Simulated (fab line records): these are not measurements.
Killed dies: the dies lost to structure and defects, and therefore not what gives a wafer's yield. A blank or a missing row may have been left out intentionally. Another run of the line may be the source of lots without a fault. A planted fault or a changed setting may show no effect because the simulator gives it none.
fab line records	flow n5_finfet
record: lots: 7	wafers: 21	last_day: 18
route steps=1938 shown MOL_CONTACT_COAG@539 BEOL_M4@1111 PASSIVATION@1936
lots that met no fault: from a run of the same line without faults
start_h: hours from the record's first day to the start of the lot's first wafer shown	wait_h: hours from the lot's prior step to this one	" repeats the value in the row above	L1.1+2: one row covering several wafers at once	- no value, or no start given	* or withheld: withheld	< > ~ a bound
route shown NAME@n: names a module that has steps shown in the file, with the first one's number in the route	usual: mean/standard deviation taken from wafers without a fault	same: alike in all rows	chamber/n: place in a boat	sites: readings site by site	_std_site: the standard deviation of these	_edge_site: the outer-site mean with the inner-site mean subtracted	radius_mm: for every site, how far away it sits from the centre of the wafer	mask NAME#n: copy n	behind: the last tool/chamber to shape the wafer	hold: the reason the lot was held/the length of the hold in hours/how it ended	device: which transistor (n, p or np) failed to switch	end of line: tests run on the same wafers once the route is complete	a step given without rows: its recipe and nothing more	killed: not the wafer's yield, but the dies lost to structure and defects at the first sort	map: the dies of a wafer, with x for killed, . for not killed, _ for no die there
set.NAME: the setting the step ran with; set.NAME@STEP: the setting that earlier step ran with	model.NAME: the simulator's own value behind a step, which no gauge read
lots at some steps of the route; a table a step, a row a wafer
services: from which hour (start_h, from the record's first day; less than 0 if before it) a tool's chamber was out of use, for how many hours, and why
== steps ==
step: N5_MOL_CONTACT_COAG_STRIP_98
recipe: chemistry: N2/H2	power_w: 500	temp_c: 40	pressure_mtorr: 50	rf_frequency_hz: 6e+07	overash_fraction: 0.3	bias_power_w: 8	h2_frac: 0.5	n2_flow_sccm: 300	h2_flow_sccm: 300
step: N5_MOL_CONTACT_COAG_CD_MEAS_99
recipe: target_cd_nm: 17.2	polarity: opening
usual: cd_nm: 17.3/0.31
lot.wafer	tool	chamber	start_h	wait_h	cd_nm
L232.2	cd_sem-01	-	105.74	-	17.4
L232.4	"	-	"	"	17.1
L232.5	"	-	"	"	16.8
L231.1	cd_sem-03	-	107.64	-	16.8
L231.3	"	-	"	"	17.0
L231.5	"	-	"	"	17.3
L239.3	cd_sem-03	-	142.87	-	17.8
L239.5	"	-	"	"	17.5
L239.6	"	-	"	"	17.7
L240.3	cd_sem-02	-	145.23	-	17.0
L240.4	"	-	"	"	16.9
L240.5	"	-	"	"	17.6
L241.1	cd_sem-02	-	156.53	-	17.2
L241.4	"	-	"	"	17.5
L241.5	"	-	"	"	17.2
L245.1	cd_sem-03	-	183.82	-	17.3
L245.5	"	-	"	"	17.2
L245.6	"	-	"	"	17.1
L250.3	cd_sem-01	-	209.50	-	17.4
L250.4	"	-	"	"	17.0
L250.6	"	-	"	"	17.6
step: N5_MOL_CONTACT_COAG_IMPLANT_129
recipe: species: Ge	energy_kev: 3	dose_cm2: 6e+14	tilt_deg: 0	rotation_deg: 0
step: N5_MOL_CONTACT_COAG_PRECLEAN_111
recipe: chemistry: NF3:NH3	afs_cycles: 1	temp_c: 30	time_s: 20	sublimation_temp_c: 180	sublimation_time_s: 60	pressure_torr: 3	rf_power_w: 30
step: N5_MOL_CONTACT_COAG_TI_SIL_19
recipe: material: Ti	target_thk_a: 42	temp_c: 200	chamber_pressure_pa: 5	power_w: 5000	time_s: 15
step: N5_MOL_CONTACT_COAG_ALD_20
recipe: material: TiN	target_thk_a: 15	temp_c: 400	ald_precursor_family: TiCl4	ald_co_reactant: NH3	pulse_time_s: 1	purge_time_s: 3	co_reactant_purge_time_s: 2	co_reactant_pulse_time_s: 2	ald_cycles: 68	pressure_torr: 3
usual: heater_power_w: 846/56	precursor_pulse_height_rel: 0.996/0.02
same: co_reactant_purge_time_s: 2
lot.wafer	tool	chamber	start_h	wait_h	heater_power_w	precursor_pulse_height_rel	since_wet_clean_h
L232.2	ald_metal-03	2	106.44	0.1	821	0.978	4385
L232.4	"	3	"	"	882	1.002	4385
L232.5	"	1	"	"	785	1.013	-
L231.1	ald_metal-03	1	109.22	0.1	771	0.997	4388
L231.3	"	0	"	"	849	1.000	4388
L231.5	"	2	"	"	829	0.992	-
L239.3	ald_metal-01	1	143.51	0.1	916	0.981	2883
L239.5	"	1	"	"	911	0.973	-
L239.6	"	2	"	"	915	1.004	-
L240.3	ald_metal-03	0	147.67	0.1	854	0.983	4426
L240.4	"	2	"	"	825	0.989	4426
L240.5	"	1	"	"	796	0.996	-
L241.1	ald_metal-03	0	157.73	0.1	840	0.990	4436
L241.4	"	2	"	"	821	0.977	-
L241.5	"	0	"	"	843	1.021	-
L245.1	ald_metal-01	1	184.52	0.1	915	1.005	2924
L245.5	"	3	"	"	948	0.996	-
L245.6	"	2	"	"	835	0.974	-
L250.3	ald_metal-03	1	210.37	0.1	792	1.007	4489
L250.4	"	3	"	"	870	1.016	-
L250.6	"	0	"	"	857	0.982	-
step: N5_MOL_CONTACT_COAG_SIL_ANNEAL_21
recipe: temp_c: 550	time_s: 60	ambient: N2
usual: lamp_power_pct: 5.34/0.055	wafer_temp_C_max: 552.2/0.57
lot.wafer	tool	chamber	start_h	wait_h	lamp_power_pct	wafer_temp_C_max
L232.2	rtp_anneal-02	0	106.90	0.3	5.38	551.4
L232.4	"	0	"	"	5.38	551.5
L232.5	"	0	"	"	5.38	552.2
L231.1	rtp_anneal-02	0	109.59	0.2	5.39	551.7
L231.3	"	0	"	"	5.40	551.5
L231.5	"	0	"	"	5.40	552.0
L239.3	rtp_anneal-02	0	144.01	0.3	5.39	552.4
L239.5	"	0	"	"	5.39	552.0
L239.6	"	0	"	"	5.39	551.7
L240.3	rtp_anneal-02	0	148.11	0.3	5.38	552.9
L240.4	"	0	"	"	5.38	551.8
L240.5	"	0	"	"	5.39	551.9
L241.1	rtp_anneal-02	0	158.12	0.2	5.39	552.0
L241.4	"	0	"	"	5.39	553.2
L241.5	"	0	"	"	5.39	552.2
L245.1	rtp_anneal-01	0	184.99	0.3	5.27	553.1
L245.5	"	0	"	"	5.27	553.1
L245.6	"	0	"	"	5.28	553.5
L250.3	rtp_anneal-02	0	210.81	0.3	5.40	551.5
L250.4	"	0	"	"	5.39	551.6
L250.6	"	0	"	"	5.38	551.6
step: N5_MOL_CONTACT_COAG_PRE_CLEAN_141
recipe: gas: H2/He	time_s: 60	temp_c: 300
usual: heater_power_w: 448/40
lot.wafer	tool	chamber	start_h	wait_h	heater_power_w
L232.2	pvd_sputter-01	-	109.17	2.2	459
L232.4	"	-	"	"	461
L232.5	"	-	"	"	437
L231.1	pvd_sputter-01	-	110.51	0.9	458
L231.3	"	-	"	"	458
L231.5	"	-	"	"	436
L239.3	pvd_sputter-02	-	147.63	3.6	517
L239.5	"	-	"	"	411
L239.6	"	-	"	"	405
L240.3	pvd_sputter-02	-	148.53	0.4	540
L240.4	"	-	"	"	402
L240.5	"	-	"	"	405
L241.1	pvd_sputter-02	-	158.84	0.7	528
L241.4	"	-	"	"	506
L241.5	"	-	"	"	552
L245.1	pvd_sputter-01	-	186.43	1.4	448
L245.5	"	-	"	"	435
L245.6	"	-	"	"	466
L250.3	pvd_sputter-01	-	211.78	0.9	436
L250.4	"	-	"	"	484
L250.6	"	-	"	"	438
step: N5_MOL_CONTACT_COAG_SPUTTER_143
recipe: material: Co	target_thk_a: 25	temp_c: 25	chamber_pressure_pa: 0.2
step: N5_MOL_CONTACT_COAG_CO_FILL_22
recipe: material: Co	target_thk_a: 200	temp_c: 200	precursor: CCTBA/H2	pressure_torr: 30
step: N5_MOL_CONTACT_COAG_ANNEAL_113
recipe: temp_c: 400	time_s: 300	ambient: H2/N2
usual: anneal_temp_c_max: 402.0/0.72	lamp_power_pct: 2.296/0.024	wafer_temp_C_max: 401.7/0.44
lot.wafer	tool	chamber	start_h	wait_h	anneal_temp_c_max	lamp_power_pct	wafer_temp_C_max
L232.2	rtp_anneal-02	0	110.12	0.5	402.5	2.318	401.3
L232.4	"	0	"	"	402.4	2.315	402.2
L232.5	"	0	"	"	402.9	2.314	401.5
L231.1	rtp_anneal-01	0	111.31	0.3	401.3	2.267	401.9
L231.3	"	0	"	"	401.5	2.268	401.9
L231.5	"	0	"	"	401.0	2.267	402.0
L239.3	rtp_anneal-01	0	148.73	0.6	400.7	2.267	401.7
L239.5	"	0	"	"	400.8	2.269	402.5
L239.6	"	0	"	"	401.5	2.265	402.2
L240.3	rtp_anneal-02	0	149.66	0.7	403.3	2.319	401.6
L240.4	"	0	"	"	401.8	2.315	402.2
L240.5	"	0	"	"	402.2	2.316	401.7
L241.1	rtp_anneal-01	0	159.64	0.3	401.3	2.266	402.1
L241.4	"	0	"	"	401.5	2.266	402.0
L241.5	"	0	"	"	400.9	2.269	402.2
L245.1	rtp_anneal-01	0	187.23	0.3	401.3	2.265	401.9
L245.5	"	0	"	"	401.4	2.271	401.3
L245.6	"	0	"	"	401.3	2.267	401.7
L250.3	rtp_anneal-02	0	212.87	0.6	402.3	2.313	400.8
L250.4	"	0	"	"	402.6	2.314	400.8
L250.6	"	0	"	"	401.8	2.319	401.1
step: N5_MOL_CONTACT_COAG_PRE_CLEAN_142
recipe: gas: H2/He	time_s: 60	temp_c: 300
usual: heater_power_w: 444/40
lot.wafer	tool	chamber	start_h	wait_h	heater_power_w
L232.2	pvd_sputter-03	-	112.05	1.8	399
L232.4	"	-	"	"	440
L232.5	"	-	"	"	451
L231.1	pvd_sputter-01	-	112.81	1.4	435
L231.3	"	-	"	"	470
L231.5	"	-	"	"	440
L239.3	pvd_sputter-03	-	149.38	0.5	417
L239.5	"	-	"	"	450
L239.6	"	-	"	"	395
L240.3	pvd_sputter-03	-	150.30	0.5	397
L240.4	"	-	"	"	437
L240.5	"	-	"	"	445
L241.1	pvd_sputter-03	-	161.85	2.1	453
L241.4	"	-	"	"	441
L241.5	"	-	"	"	397
L245.1	pvd_sputter-02	-	189.52	2.1	405
L245.5	"	-	"	"	527
L245.6	"	-	"	"	527
L250.3	pvd_sputter-02	-	215.39	2.4	406
L250.4	"	-	"	"	519
L250.6	"	-	"	"	411
step: N5_MOL_CONTACT_COAG_SPUTTER_130
recipe: material: Co	target_thk_a: 475	temp_c: 25	chamber_pressure_pa: 0.5	power_w: 3000
usual: cathode_dc_power_W: 3000.1/0.6	throttle_valve_pct: 29.7/0.97
lot.wafer	tool	chamber	start_h	wait_h	cathode_dc_power_W	throttle_valve_pct	model.Co_of_MOL_CONTACT_COAG_SPUTTER_130.thk_nm
L232.2	pvd_sputter-03	-	112.11	0.0	3000.2	30.5	47.8
L232.4	"	-	"	"	3001.9	29.7	47.8
L232.5	"	-	"	"	2999.2	28.5	48.4
L231.1	pvd_sputter-01	-	112.87	0.0	3000.5	30.8	47.4
L231.3	"	-	"	"	2999.5	30.5	46.6
L231.5	"	-	"	"	2999.9	30.6	47.8
L239.3	pvd_sputter-03	-	149.44	0.0	3000.5	30.3	27
L239.5	"	-	"	"	2999.4	28.5	47.4
L239.6	"	-	"	"	2999.9	30.5	47.6
L240.3	pvd_sputter-03	-	157.11	6.8	3000.6	30.2	26.8
L240.4	"	-	"	"	3000.9	29.8	27
L240.5	"	-	"	"	2999.1	28.4	47
L241.1	pvd_sputter-03	-	161.91	0.0	3000.9	28.6	47.6
L241.4	"	-	"	"	3000.0	29.7	27.4
L241.5	"	-	"	"	3000.5	30.4	47.8
L245.1	pvd_sputter-02	-	189.58	0.0	2999.6	29.1	48.4
L245.5	"	-	"	"	3000.3	28.0	47.8
L245.6	"	-	"	"	3000.7	28.9	48.6
L250.3	pvd_sputter-02	-	215.45	0.0	3000.6	30.0	47
L250.4	"	-	"	"	3000.0	27.9	47.2
L250.6	"	-	"	"	2999.7	29.0	47.6
step: N5_MOL_CONTACT_COAG_PRECLEAN_125
recipe: chemistry: DIW	time_s: 57.5	temp_c: 23
step: N5_BEOL_M4_RC_MEAS_101
usual: DIBL_N: 37.1/1.8	DIBL_P: 37.2/2.1	IOFF_N: 0.17/0.033	IOFF_P: 0.22/0.037	ION_N: 680/11	ION_P: 464/7.7	SS_N: 71.7/0.63	SS_P: 73.6/0.67	VT_N: 248.9/2.9	VT_P: -251/3.6
lot.wafer	tool	chamber	start_h	wait_h	DIBL_N[mV/V]	DIBL_P[mV/V]	IOFF_N[nA/um]	IOFF_P[nA/um]	ION_N[uA/um]	ION_P[uA/um]	SS_N[mV/dec]	SS_P[mV/dec]	VT_N[mV]	VT_P[mV]
L232.2	prober-01	0	187.80	0.2	33.6	33.5	0.12	0.16	656	455	71.5	71.4	253.8	-255
L232.4	"	0	"	"	35.6	36.5	0.15	0.20	670	464	71.3	73.7	251.5	-251
L232.5	"	0	"	"	39.0	40.9	0.24	0.28	696	475	71.8	74.5	244.6	-247
L231.1	prober-02	0	193.53	0.0	35.8	37.5	0.18	0.26	710	487	71.3	73.6	244.3	-245
L231.3	"	0	"	"	33.9	34.4	0.13	0.21	663	463	71.1	73.0	250.9	-248
L231.5	"	0	"	"	34.7	35.0	0.15	0.21	691	473	71.5	72.8	249.8	-249
L239.3	prober-01	0	235.60	0.3	38.3	38.2	0.19	0.23	688	465	71.2	73.3	247.2	-250
L239.5	"	0	"	"	38.8	38.0	0.21	0.23	690	465	72.1	73.5	249.8	-250
L239.6	"	0	"	"	37.8	38.4	0.18	0.24	685	468	71.5	73.5	247.9	-247
L240.3	prober-02	0	236.02	0.3	33.3	34.6	0.12	0.16	645	453	70.2	73.7	255.6	-255
L240.4	"	0	"	"	36.3	39.1	0.17	0.22	668	457	71.8	73.7	250.3	-252
L240.5	"	0	"	"	37.1	40.1	0.19	0.24	683	464	72.5	75.0	247.8	-254
L241.1	prober-01	0	240.83	0.0	36.3	35.4	0.14	0.18	663	456	71.0	72.4	250.2	-252
L241.4	"	0	"	"	38.0	38.2	0.19	0.23	683	469	71.9	73.8	248.1	-250
L241.5	"	0	"	"	38.6	38.5	0.20	0.24	680	468	71.7	73.4	247.4	-247
L245.1	prober-02	0	281.74	0.0	35.9	36.3	0.15	0.18	676	457	71.1	73.5	247.3	-255
L245.5	"	0	"	"	34.2	34.2	0.12	0.15	661	451	71.8	72.7	253.1	-257
L245.6	"	0	"	"	37.5	38.5	0.19	0.21	684	455	71.6	73.7	245.6	-252
L250.3	prober-02	0	314.13	0.3	39.4	38.1	0.22	0.26	678	463	74.0	73.9	247.7	-247
L250.4	"	0	"	"	38.0	37.7	0.18	0.25	673	465	71.8	73.8	247.5	-249
L250.6	"	0	"	"	36.4	34.0	0.15	0.19	665	461	72.2	73.7	253.1	-253
step: N5_PASSIVATION_PROBE_49
usual: defect_limited_yield: 91.7/1.5	killed_at_M0_to_M3: 32/10	killed_at_M4_up: 14/5.3	killed_at_contacts: 13/5.7	killed_at_front_end: 37/10	killed_at_other: 3.3/2.5	killed_dies: 98/18	killed_open: 65/13	killed_short: 31/7.5	sort_bin_5_function: 4.9/0.91	sort_bin_6_memory: 3.1/0.71	sort_bin_8_speed: 0.00/0.017	sort_n_pass: 1082/18
same: gross_dies: 1180	killed_at_back_side: 0	sort_bin_4_leakage[%]: 0
lot.wafer	tool	chamber	start_h	wait_h	defect_limited_yield[%]	killed_at_M0_to_M3	killed_at_M4_up	killed_at_contacts	killed_at_front_end	killed_at_other	killed_dies	killed_open	killed_short	sort_bin_5_function[%]	sort_bin_6_memory[%]	sort_bin_8_speed[%]	sort_n_pass
L231.1	prober-02	-	301.90	0.0	92.9	15	16	6	43	4	84	52	26	4.8	1.9	0	1096
L231.3	prober-02	-	302.00	0.1	91.3	27	24	14	30	8	103	60	39	4.7	3.6	0	1077
L231.5	prober-02	-	302.10	0.2	92.6	23	15	9	34	6	87	52	33	4.6	2.5	0	1093
killed by level:class
L231.1 GATE_CUT:geometric_particle:short=12 STI_FIN_REVEAL:geometric_particle:open=9 BEOL_M4:geometric_particle:open=8 GATE_CUT:geometric_particle:open=5 FIN_SAQP:geometric_particle:short=4 MOL_CONTACT_COAG:geometric_particle:open=4 BEOL_M2:geometric_particle:open=4 BEOL_M5:geometric_particle:open=4
L231.3 MOL_CONTACT_COAG:geometric_particle:open=11 BEOL_M4:geometric_particle:short=7 BEOL_M4:geometric_particle:open=7 BEOL_M0_SAQP:geometric_particle:short=6 BEOL_M0_SAQP:geometric_particle:open=6 BEOL_M3:geometric_particle:open=6 STI_FIN_REVEAL:geometric_particle:open=4 FIN_SAQP:geometric_particle:short=3
L231.5 GATE_CUT:geometric_particle:short=9 MOL_CONTACT_COAG:geometric_particle:open=8 BEOL_M2:geometric_particle:open=6 BEOL_M4:geometric_particle:open=6 STARTING-WAFER:geometric_particle:open=5 BEOL_M0_SAQP:geometric_particle:open=4 FIN_SAQP:geometric_particle:short=3 GATE_CUT:geometric_particle:open=3
== services ==
tool	chamber	start_h	hours	kind
pvd_sputter-03	-	93.63	3.5	repair
ald_metal-03	-	134.31	1.2	repair
pvd_sputter-02	-	134.88	1.1	repair
ald_metal-03	3	155.03	46.2	repair
ald_metal-01	-	197.87	2.8	pm
ald_metal-03	2	200.89	24.1	repair
== key ==
first_sign none at tools or gauges
model_effect: step: N5_MOL_CONTACT_COAG_SPUTTER_130	value: Co_of_MOL_CONTACT_COAG_SPUTTER_130.thk_nm	without: 47.1	struck: 27.05
met_at N5_MOL_CONTACT_COAG_SPUTTER_130
struck_wafers L239.3,L240.3,L240.4,L241.4
onset_between 112.11 149.44
fault: kind: process_parameter_drift	tool: pvd_sputter-03	chamber: -	onset_h: 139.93	steps: N5_MOL_CONTACT_COAG_SPUTTER_130	channel: target_thk_a	offset: *	shape: step	end_h: 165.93	scope: struck_wafers_only	acts_in: *	stated: *
